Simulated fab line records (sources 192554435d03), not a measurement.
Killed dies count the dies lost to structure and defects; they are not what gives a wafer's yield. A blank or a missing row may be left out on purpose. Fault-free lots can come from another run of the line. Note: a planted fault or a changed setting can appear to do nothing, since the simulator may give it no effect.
Split-lot trial ; flow n5-finfet ; on a route of 1938 steps: 7 lots, 21 wafers read

## THE SPLIT ITSELF
At N5_DUMMY_GATE_COAT_28 (time 60 s, resist thk 10 nm), the setting spin-rpm was moved away from the recipe's 1500 rpm on 4 of the 21 wafers read, by -7.9% to +4.2%. All remaining wafers had this setting at the recipe value.

The reading comes from the split's own step.

## THE READING
underlayer_of_DUMMY_GATE_COAT_28.thk-nm (the simulator's own value, which no gauge read), in nm, at N5_DUMMY_GATE_COAT_28 (time 60 s, resist thk 10 nm). The file does not state a usual value for it.

wafer;tool, chamber at the split;spin-rpm as run, rpm;against the recipe;underlayer_of_DUMMY_GATE_COAT_28.thk-nm, nm;against lot-mates on the recipe
L075.3;litho-track-01, 0;1500;recipe;10;-
L075.5;litho-track-01, 0;1500;recipe;10;-
L075.6;litho-track-01, 0;1500;recipe;10;-
L077.2;litho-track-02, 0;1500;recipe;10;-
L077.3;litho-track-02, 0;1563;+4.2%;9.8;-0.2
L077.6;litho-track-02, 0;1563;+4.2%;9.8;-0.2
L079.1;litho-track-04, 0;1500;recipe;10;-
L079.6;litho-track-04, 0;1500;recipe;10;-
L079.3;litho-track-04, 0;1381;-7.9%;10.4;+0.4
L085.2;litho-track-02, 0;1500;recipe;10;-
L085.5;litho-track-02, 0;1500;recipe;10;-
L085.6;litho-track-02, 0;1500;recipe;10;-
L089.3;litho-track-01, 0;1410;-6.0%;10.4;+0.4
L089.4;litho-track-01, 0;1500;recipe;10;-
L089.6;litho-track-01, 0;1500;recipe;10;-
L091.1;litho-track-02, 0;1500;recipe;10;-
L091.4;litho-track-02, 0;1500;recipe;10;-
L091.6;litho-track-02, 0;1500;recipe;10;-
L096.1;litho-track-04, 0;1500;recipe;10;-
L096.5;litho-track-04, 0;1500;recipe;10;-
L096.6;litho-track-04, 0;1500;recipe;10;-

THE FIT
A straight line over all 21 wafers: underlayer_of_DUMMY_GATE_COAT_28.thk-nm changes by -0.0538 nm for each +1% of spin-rpm; r = -0.99; the points scatter about the line by 0.02 nm.
The same after taking each lot's own level away (the mean of its wafers on the recipe; 21 wafers): -0.0538 nm for each +1%; r = -0.99; scatter 0.02 nm.
On that fit, the largest move of spin-rpm shifts the reading by 0.43 nm.
The lots' own levels span 10.00 to 10.00 nm.
The two slopes are in agreement: the lot-to-lot level therefore moves the slope only a little.
Check: +0.463 nm against its lot-mates is what the line predicts for one of the wafers moved furthest among these (-7.9%) when that wafer is left out of the fit. Against them it came out at +0.4 nm.

## OTHER SPLITS ON THESE WAFERS
Other splits were also applied to these wafers ahead of the reading. Each is held against what the fit with the lots' levels taken away leaves over:
other split on the same wafers;wafers away from the commonest value;r with underlayer_of_DUMMY_GATE_COAT_28.thk-nm (lot level and that fit taken away)
N5_ZERO_LAYER_COAT_05 spin-rpm;7;-0.28
N5_ZERO_LAYER_EXPOSE_08 dose-mj;8;+0.08
N5_PMOS_HMC_CHANNEL_EPI_EXPOSE_06 dose-mj;5;+0.02
N5_FIN_SAQP_SPACER1_ALD_24 ald-cycles;3;-0.02
N5_DUMMY_GATE_COAT_35 spin-rpm;11;+0.10

## FILE'S OWN FIT
underlayer_of_DUMMY_GATE_COAT_28.thk-nm changes by -0.055 nm for each +1% of spin-rpm, r = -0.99.
